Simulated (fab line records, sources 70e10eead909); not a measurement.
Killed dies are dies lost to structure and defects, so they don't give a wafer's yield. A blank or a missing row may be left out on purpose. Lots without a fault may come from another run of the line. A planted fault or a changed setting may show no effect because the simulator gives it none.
fab line records | flow nand_harc
record lots=11 wafers=33 last_day=33
route steps=1302 shown A_BLC@1128 A_M0@1149 A_M1@1181 END@1302
lots that met no fault: from a run of the same line without faults
start_h: hours from the record's first day to the start of the lot's first wafer shown | wait_h: hours since the lot's step before | " the same as in the row above | L1.1+2: a row that stands for several wafers | - no value, or no start given | * or withheld: withheld | < > ~ a bound
route shown NAME@n: a module of which the file shows steps, and the number in the route of the first | usual: mean/standard deviation of fault-free wafers | same: alike in all rows | chamber/n: place in a boat | sites: the reading at each site | _std_site: their standard deviation | _edge_site: outer sites' mean less inner sites' | radius_mm: how far each site lies from the wafer's centre | mask NAME#n: copy n | behind: the tool/chamber that last shaped the wafer | hold: why the lot was held/for how many hours/how that ended | device: the transistor (n, p or np) that didn't switch | end of line: the same wafers' tests at the end of the route | a step without rows: its recipe alone | killed: dies lost to structure and defects at the first sort, not the wafer's yield | map: a wafer's dies, x killed, . not, _ none there
set.NAME: the setting as run; set.NAME@STEP: as run at that earlier step | model.NAME: the simulator's own value behind a step, which no gauge read
steps of the route over a sample of lots; a table a step, a row a wafer
services: from which hour (start_h, from the record's first day; less than 0 if before it) a tool's chamber was out of use, for how many hours, and why
## steps
# step NHARC_A_BLC_DEGAS_30
# recipe temp_c=300 time_s=60
# usual heater_power_w=467/47
# columns lot.wafer tool chamber start_h wait_h heater_power_w
L253.2 pvd_sputter-01 - 513.82 - 450
L253.1 " - " " 530
L253.5 " - " " 431
L255.3 pvd_sputter-02 - 529.58 - 508
L255.1 " - " " 381
L255.6 " - " " 547
L258.4 pvd_sputter-03 - 559.67 - 498
L258.3 " - " " 500
L258.6 " - " " 508
L257.4 pvd_sputter-03 - 563.67 - 510
L257.5 " - " " 474
L257.6 " - " " 493
L261.4 pvd_sputter-02 - 585.07 - 542
L261.2 " - " " 493
L261.6 " - " " 377
L260.2 pvd_sputter-03 - 589.06 - 424
L260.4 " - " " 478
L260.5 " - " " 489
L263.2 pvd_sputter-02 - 615.19 - 544
L263.3 " - " " 504
L263.1 " - " " 419
L262.3 pvd_sputter-03 - 619.91 - 470
L262.2 " - " " 519
L262.5 " - " " 434
L264.1 pvd_sputter-03 - 622.44 - 480
L264.3 " - " " 495
L264.6 " - " " 436
L273.4 pvd_sputter-01 - 711.53 - 465
L273.1 " - " " 513
L273.5 " - " " 492
L275.4 pvd_sputter-02 - 734.27 - 396
L275.5 " - " " 451
L275.6 " - " " 389
# step NHARC_A_M0_INSPECT_11
# usual raw_defect_count=85/35
# columns lot.wafer tool chamber start_h wait_h raw_defect_count
L253.1 defect_inspect-02 - 516.40 0.0 85
L253.2 " - " " 75
L253.5 " - " " 70
L255.1 defect_inspect-02 - 531.99 0.0 42
L255.3 " - " " 58
L255.6 " - " " 62
L258.3 defect_inspect-02 - 562.07 0.0 22
L258.4 " - " " 24
L258.6 " - " " 17
L257.4 defect_inspect-02 - 566.07 0.0 104
L257.5 " - " " 113
L257.6 " - " " 104
L261.2 defect_inspect-02 - 587.48 0.0 31
L261.4 " - " " 29
L261.6 " - " " 25
L260.2 defect_inspect-02 - 591.64 0.0 125
L260.4 " - " " 114
L260.5 " - " " 127
L263.1 defect_inspect-01 - 617.46 0.0 42
L263.2 " - " " 47
L263.3 " - " " 38
L262.2 defect_inspect-02 - 622.33 0.0 127
L262.3 " - " " 129
L262.5 " - " " 129
L264.1 defect_inspect-02 - 624.82 0.0 69
L264.3 " - " " 78
L264.6 " - " " 77
L273.1 defect_inspect-01 - 713.92 0.0 82
L273.4 " - " " 71
L273.5 " - " " 76
L275.4 defect_inspect-02 - 736.66 0.0 119
L275.5 " - " " 120
L275.6 " - " " 119
# step NHARC_A_M0_DESCUM_14
# recipe time_s=3 o2_flow_sccm=200 ar_flow_sccm=0 bias_power_w=0 chemistry=O2
# usual chamber_pressure_mTorr=60.00/0.048 drypump_motor_current_A=5.8/0.37 oes_product_au=0.997/0.013 rf_vpp_V=57.5/0.8 showerhead_plenum_p_Torr=1.87/0.059 throttle_valve_pct=11.310/0.0091
# columns lot.wafer tool chamber start_h wait_h chamber_pressure_mTorr drypump_motor_current_A oes_product_au rf_hours_counter_h rf_vpp_V showerhead_plenum_p_Torr throttle_valve_pct
L253.2 rie_diel-08 3 516.46 0.1 60.04 5.5 0.994 5.2 56.7 1.86 11.309
L253.1 " 2 " " 60.02 6.2 0.977 6.5 57.9 1.80 11.302
L253.5 " 3 " " 59.90 5.5 0.993 - 57.5 1.86 11.331
L255.1 rie_diel-08 0 532.05 0.1 60.02 5.9 0.983 6.6 58.2 1.85 11.311
L255.3 " 1 " " 60.11 5.9 1.008 7.2 57.7 1.88 11.312
L255.6 " 1 " " 60.00 5.9 0.988 - 56.5 1.88 11.312
L258.4 rie_diel-04 1 562.15 0.1 60.04 6.1 1.001 0.7 57.6 2.00 11.313
L258.3 " 2 " " 60.00 4.7 0.991 1.2 57.3 1.80 11.321
L258.6 " 3 " " 59.91 5.9 1.026 - 58.2 1.96 11.328
L257.4 rie_diel-10 2 566.14 0.1 60.06 5.2 0.979 9.1 58.3 1.88 11.309
L257.5 " 1 " " 59.97 5.6 0.991 - 59.1 1.80 11.322
L257.6 " 2 " " 60.06 5.2 0.966 - 58.4 1.88 11.299
L261.4 rie_diel-08 3 587.55 0.1 59.92 5.5 0.987 1.1 57.6 1.86 11.325
L261.2 " 0 " " 60.07 5.9 1.014 1.2 57.1 1.85 11.313
L261.6 " 2 " " 60.03 6.2 0.993 - 56.2 1.80 11.314
L260.2 rie_diel-10 3 591.70 0.1 59.99 6.3 1.001 9.2 58.3 1.95 11.317
L260.4 " 1 " " 59.96 5.7 0.999 10.2 56.9 1.80 11.306
L260.5 " 3 " " 59.97 6.3 0.997 - 58.8 1.95 11.297
L263.1 rie_diel-10 0 617.52 0.1 59.97 5.9 0.994 2.2 57.2 1.94 11.310
L263.3 " 1 " " 60.01 5.6 1.004 2.6 56.5 1.80 11.327
L263.2 " 2 " " 59.95 5.2 1.001 1.9 57.7 1.88 11.328
L262.3 rie_diel-08 2 622.39 0.1 60.01 6.2 0.983 3.1 57.3 1.80 11.296
L262.2 " 0 " " 60.04 5.9 0.999 2.6 57.6 1.85 11.311
L262.5 " 2 " " 60.01 6.2 0.983 - 56.9 1.80 11.311
L264.1 rie_diel-10 3 624.89 0.1 60.04 6.3 1.014 3.0 56.9 1.95 11.296
L264.3 " 1 " " 60.07 5.7 1.002 3.4 56.2 1.80 11.306
L264.6 " 3 " " 60.11 6.4 1.015 - 56.3 1.95 11.314
L273.4 rie_diel-08 0 713.98 0.1 60.01 5.9 0.992 8.0 57.9 1.85 11.305
L273.1 " 2 " " 60.06 6.2 0.991 7.6 57.9 1.80 11.314
L273.5 " 0 " " 59.97 5.9 0.991 - 57.9 1.85 11.322
L275.5 rie_diel-10 1 736.76 0.1 59.94 5.6 0.992 - 56.2 1.80 11.318
L275.6 " 3 " " 60.08 6.4 1.013 - 56.7 1.95 11.303
L275.4 " 0 " " 59.94 5.8 1.019 - 57.8 1.94 11.313
# step NHARC_A_M0_CMP_23
# recipe t_overpolish_s=20 target_thk_nm=113.75
# usual motor_current_A=12.1/1.2 time_to_endpoint_s=30/3.5
# columns lot.wafer tool chamber start_h wait_h motor_current_A time_to_endpoint_s
L253.1 cmp-04 1 518.63 - 9.7 21
L253.2 " 2 " " 11.2 34
L253.5 " 0 " " 12.0 33
L255.3 cmp-03 0 534.05 - 12.6 26
L255.1 " 1 " " 14.0 28
L255.6 " 1 " " 13.9 29
L258.4 cmp-04 0 564.14 - 11.4 34
L258.3 " 1 " " 9.7 23
L258.6 " 0 " " 11.6 31
L257.4 cmp-02 0 568.39 - 12.5 30
L257.6 " 1 " " 11.9 30
L257.5 " 2 " " 12.4 36
L261.2 cmp-02 2 589.55 - 12.8 35
L261.4 " 3 " " 10.4 27
L261.6 " 2 " " 12.1 32
L260.4 cmp-02 0 593.70 - 13.2 27
L260.2 " 1 " " 12.0 28
L260.5 " 0 " " 12.5 29
L263.1 cmp-03 0 619.57 - 11.7 29
L263.3 " 1 " " 13.9 32
L263.2 " 2 " " 13.7 29
L262.3 cmp-04 3 624.43 - 11.4 27
L262.2 " 1 " " 10.2 23
L262.5 " 3 " " 11.8 27
L264.1 cmp-03 3 626.92 - 11.1 33
L264.3 " 1 " " 13.3 33
L264.6 " 2 " " 13.7 33
L273.4 cmp-03 1 716.00 - 13.9 31
L273.1 " 0 " " 12.3 29
L273.5 " 1 " " 14.1 30
L275.4 cmp-02 2 738.79 - 13.0 30
L275.5 " 1 " " 11.8 23
L275.6 " 2 " " 13.0 33
# step NHARC_A_M0_INSPECT_27
# usual raw_defect_count=550/120
# columns lot.wafer tool chamber start_h wait_h raw_defect_count
L253.1 defect_inspect-02 - 519.04 0.0 580
L253.2 " - " " 1000
L253.5 " - " " 711
L255.1 defect_inspect-02 - 534.52 0.0 308
L255.3 " - " " 406
L255.6 " - " " 797
L258.3 defect_inspect-01 - 564.61 0.0 721
L258.4 " - " " 707
L258.6 " - " " 570
L257.4 defect_inspect-01 - 568.78 0.0 456
L257.5 " - " " 649
L257.6 " - " " 633
L261.2 defect_inspect-01 - 590.02 0.0 475
L261.4 " - " " 449
L261.6 " - " " 443
L260.2 defect_inspect-01 - 594.20 0.1 483
L260.4 " - " " 455
L260.5 " - " " 550
L263.1 defect_inspect-01 - 620.04 0.0 466
L263.2 " - " " 598
L263.3 " - " " 472
L262.2 defect_inspect-02 - 624.88 0.0 565
L262.3 " - " " 667
L262.5 " - " " 684
L264.1 defect_inspect-02 - 627.36 0.0 428
L264.3 " - " " 753
L264.6 " - " " 582
L273.1 defect_inspect-02 - 716.47 0.0 452
L273.4 " - " " 1002
L273.5 " - " " 1132
L275.4 defect_inspect-02 - 739.24 0.0 663
L275.5 " - " " 722
L275.6 " - " " 504
# step NHARC_A_M1_INSPECT_11
# usual raw_defect_count=85/35
# columns lot.wafer tool chamber start_h wait_h raw_defect_count
L253.1 defect_inspect-01 - 520.57 0.0 89
L253.2 " - " " 73
L253.5 " - " " 67
L255.1 defect_inspect-01 - 536.04 0.0 43
L255.3 " - " " 50
L255.6 " - " " 66
L258.3 defect_inspect-01 - 566.02 0.0 23
L258.4 " - " " 23
L258.6 " - " " 20
L257.4 defect_inspect-01 - 570.25 0.0 106
L257.5 " - " " 115
L257.6 " - " " 101
L261.2 defect_inspect-02 - 591.93 0.0 31
L261.4 " - " " 28
L261.6 " - " " 23
L260.2 defect_inspect-02 - 595.69 0.0 128
L260.4 " - " " 112
L260.5 " - " " 123
L263.1 defect_inspect-02 - 621.56 0.0 43
L263.2 " - " " 46
L263.3 " - " " 35
L262.2 defect_inspect-01 - 626.40 0.0 118
L262.3 " - " " 131
L262.5 " - " " 131
L264.1 defect_inspect-01 - 628.88 0.0 68
L264.3 " - " " 82
L264.6 " - " " 74
L273.1 defect_inspect-02 - 717.86 0.0 80
L273.4 " - " " 716
L273.5 " - " " 689
L275.4 defect_inspect-02 - 741.07 0.0 124
L275.5 " - " " 119
L275.6 " - " " 122
# step NHARC_END_SORT_01
# recipe temp_c=25
# usual defect_limited_yield=91.2/2.6 killed_at_array=55/17 killed_at_other=0.9/1.2 killed_at_periphery=3.7/2.5 killed_dies=59/18 killed_open=3.4/1.9 killed_short=2.6/1.6 sort_bin_2_pct=3.1/1.2 sort_bin_3_pct=0.7/0.4 sort_bin_4_pct=4.9/1.4 sort_n_pass=618/18 sort_rim_yield_pct=93/3.7 sort_yield_pct=91.2/2.6
# same gross_dies=677 sort_bin_5_pct[%]=0 sort_bin_6_pct[%]=0 sort_bin_7_pct[%]=0 sort_bin_8_pct[%]=0 sort_rim_n_gross=106.00
# columns lot.wafer tool chamber start_h wait_h defect_limited_yield[%] killed_at_array killed_at_other killed_at_periphery killed_dies killed_open killed_short sort_bin_2_pct[%] sort_bin_3_pct[%] sort_bin_4_pct[%] sort_n_pass sort_rim_yield_pct[%] sort_yield_pct[%]
L260.2 prober-01 0 640.23 2.8 88.5 75 1 2 78 2 1 4.6 1.0 5.9 599 97 88.5
L260.4 prober-01 0 641.84 3.4 88.0 81 0 0 81 2 3 4.3 0.9 6.8 596 98 88.0
L260.5 prober-01 0 642.65 3.7 88.6 75 0 2 77 2 2 4.4 1.0 5.9 600 89 88.6
L263.1 prober-02 0 665.49 2.5 94.4 37 0 1 38 2 3 1.9 0.4 3.2 639 96 94.4
L263.2 prober-02 0 666.30 2.8 94.5 30 2 5 37 4 4 2.1 0.1 3.2 640 93 94.5
L263.3 prober-02 0 667.10 3.1 95.3 29 0 3 32 3 1 1.3 0.4 3.0 645 89 95.3
L264.3 prober-01 0 674.81 3.1 90.5 58 0 6 64 3 2 3.0 0.4 6.1 613 96 90.5
L264.6 prober-01 0 677.22 4.0 89.8 57 0 12 69 1 2 2.5 1.0 6.6 608 94 89.8
L273.1 prober-01 0 752.61 2.5 90.3 60 0 6 66 4 1 4.0 0.7 5.0 611 94 90.3
L273.4 prober-01 0 755.00 3.4 38.1 416 0 3 419 1 1 23.6 5.8 32.5 258 48 38.1
L273.5 prober-01 0 755.80 3.7 40.6 401 0 1 402 2 1 22.5 7.1 29.8 275 38 40.6
# killed by level:class
L260.2 A_SLIT:chamber_film_flake=24 A_CHANNEL_HOLE_D1:chamber_film_flake=23 A_SGD_CUT:chamber_film_flake=7 A_CHANNEL_HOLE_D2:chamber_film_flake=5 A_BONDPAD:chamber_film_flake=4 A_CONTACT:chamber_film_flake=3 A_BLC:geometric_particle:open=2 P_GATE:chamber_film_flake=2
L260.4 A_SLIT:chamber_film_flake=26 A_CHANNEL_HOLE_D1:chamber_film_flake=26 A_SGD_CUT:chamber_film_flake=9 A_CHANNEL_HOLE_D2:chamber_film_flake=7 A_BONDPAD:chamber_film_flake=3 A_CHANNEL_FILL_D1:geometric_particle:open=1 A_DECK1_JOINT:geometric_particle:short=1 A_ONON_D2:geometric_particle:short=1
L260.5 A_CHANNEL_HOLE_D1:chamber_film_flake=26 A_SLIT:chamber_film_flake=21 A_CHANNEL_HOLE_D2:chamber_film_flake=11 A_BONDPAD:chamber_film_flake=6 A_SGD_CUT:chamber_film_flake=5 A_CHANNEL_FILL_D1:chamber_film_flake=2 P_CONTACT:geometric_particle:short=1 P_M0:geometric_particle:open=1
L263.1 A_CHANNEL_HOLE_D2:chamber_film_flake=20 A_CHANNEL_HOLE_D1:chamber_film_flake=3 A_ZERO_WELL:chamber_film_flake=2 A_STAIRCASE:chamber_film_flake=2 A_CONTACT:chamber_film_flake=2 A_ONON_D2:geometric_particle:short=1 A_CHANNEL_HOLE_D2:geometric_particle:short=1 A_CHANNEL_HOLE_D2:geometric_particle:open=1
L263.2 A_CHANNEL_HOLE_D2:chamber_film_flake=11 A_STAIRCASE:chamber_film_flake=5 P_ZERO_WELL:chamber_film_flake=4 A_CHANNEL_HOLE_D1:chamber_film_flake=4 A_ZERO_WELL:chamber_film_flake=3 A_SGD_CUT:geometric_particle:short=2 P_M0:geometric_particle:short=1 A_DECK1_JOINT:geometric_particle:open=1
L263.3 A_CHANNEL_HOLE_D2:chamber_film_flake=10 A_CHANNEL_HOLE_D1:chamber_film_flake=8 A_ZERO_WELL:chamber_film_flake=3 A_SLIT:chamber_film_flake=3 A_STAIRCASE:chamber_film_flake=2 P_CONTACT:geometric_particle:open=1 A_CONTACT:geometric_particle:open=1 A_BLC:geometric_particle:open=1
L264.3 A_CHANNEL_HOLE_D1:chamber_film_flake=33 A_CONTACT:chamber_film_flake=7 A_STAIRCASE:chamber_film_flake=6 A_CHANNEL_FILL_D2:chamber_film_flake=4 P_ZERO_WELL:chamber_film_flake=3 P_STI:chamber_film_flake=2 A_ONON_D1:geometric_particle:short=1 A_CHANNEL_FILL_D1:geometric_particle:open=1
L264.6 A_CHANNEL_HOLE_D1:chamber_film_flake=31 P_STI:chamber_film_flake=9 A_STAIRCASE:chamber_film_flake=9 A_CHANNEL_FILL_D1:chamber_film_flake=4 A_CONTACT:chamber_film_flake=4 P_ZERO_WELL:chamber_film_flake=2 A_SLIT:chamber_film_flake=2 A_WL_FILL:chamber_film_flake=2
L273.1 A_SLIT:chamber_film_flake=39 A_CHANNEL_HOLE_D1:chamber_film_flake=8 A_CONTACT:chamber_film_flake=7 P_M1:chamber_film_flake=3 A_CONTACT:geometric_particle:open=2 P_CONTACT:geometric_particle:open=1 A_ONON_D1:geometric_particle:open=1 A_WL_FILL:geometric_particle:short=1
L273.4 A_M0:unspecified=394 A_SLIT:chamber_film_flake=12 A_CHANNEL_HOLE_D1:chamber_film_flake=8 P_M1:chamber_film_flake=2 P_CONTACT:geometric_particle:open=1 A_WL_FILL:geometric_particle:short=1 A_CONTACT:chamber_film_flake=1
L273.5 A_M0:unspecified=377 A_SLIT:chamber_film_flake=14 A_CHANNEL_HOLE_D1:chamber_film_flake=4 A_CONTACT:chamber_film_flake=2 A_CHANNEL_FILL_D2:geometric_particle:short=1 A_CHANNEL_FILL_D2:geometric_particle:open=1 A_CONTACT:geometric_particle:open=1 P_M1:chamber_film_flake=1
## services
# columns tool chamber start_h hours kind
pvd_sputter-02 - 495.45 0.7 repair
pvd_sputter-02 - 518.63 1.7 repair
pvd_sputter-03 - 526.00 10.0 pm
cmp-02 - 528.39 4.0 pm
cmp-03 - 541.63 3.1 repair
rie_diel-08 - 544.85 9.0 pm
cmp-03 - 554.37 4.0 pm
pvd_sputter-03 - 554.89 0.7 repair
rie_diel-10 0 570.28 1.5 repair
cmp-02 - 581.31 1.3 repair
cmp-02 - 586.97 0.3 repair
pvd_sputter-03 - 590.50 1.5 repair
rie_diel-10 2 592.47 8.4 repair
rie_diel-10 - 596.50 9.0 pm
pvd_sputter-02 - 606.32 2.5 repair
rie_diel-10 - 620.45 0.6 repair
cmp-03 - 624.30 2.3 repair
cmp-02 - 626.39 4.0 pm
pvd_sputter-02 - 638.00 10.0 pm
cmp-03 - 638.98 0.4 repair
pvd_sputter-03 - 704.00 10.0 pm
rie_diel-08 - 721.85 9.0 pm
rie_diel-10 2 736.33 5.9 repair
pvd_sputter-03 - 737.57 5.9 repair
## key
first_sign step=NHARC_A_M0_INSPECT_27 reading=raw_defect_count direction=up sigmas=4.3 usual=550 struck=1067
effect step=NHARC_A_M1_INSPECT_11 reading=raw_defect_count direction=up sigmas=18 usual=85 struck=702
effect step=NHARC_END_SORT_01 reading=killed_at_array direction=up sigmas=21 usual=55 struck=408
more_kills_born_at NHARC_A_M0_CMP_23@cmp-03=771
met_at NHARC_A_M0_CMP_23
struck_lots L273
struck_wafers L273.4,L273.5
not_acting_at NHARC_A_BLC_DEGAS_30,NHARC_A_M0_INSPECT_11,NHARC_A_M0_DESCUM_14
onset_between 626.92 716.00
fault kind=chamber_particle_source tool=cmp-03 chamber=1 onset_h=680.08 steps=NHARC_A_M0_CMP_23 rate_per_visit_cm2=0.98291 end_h=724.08
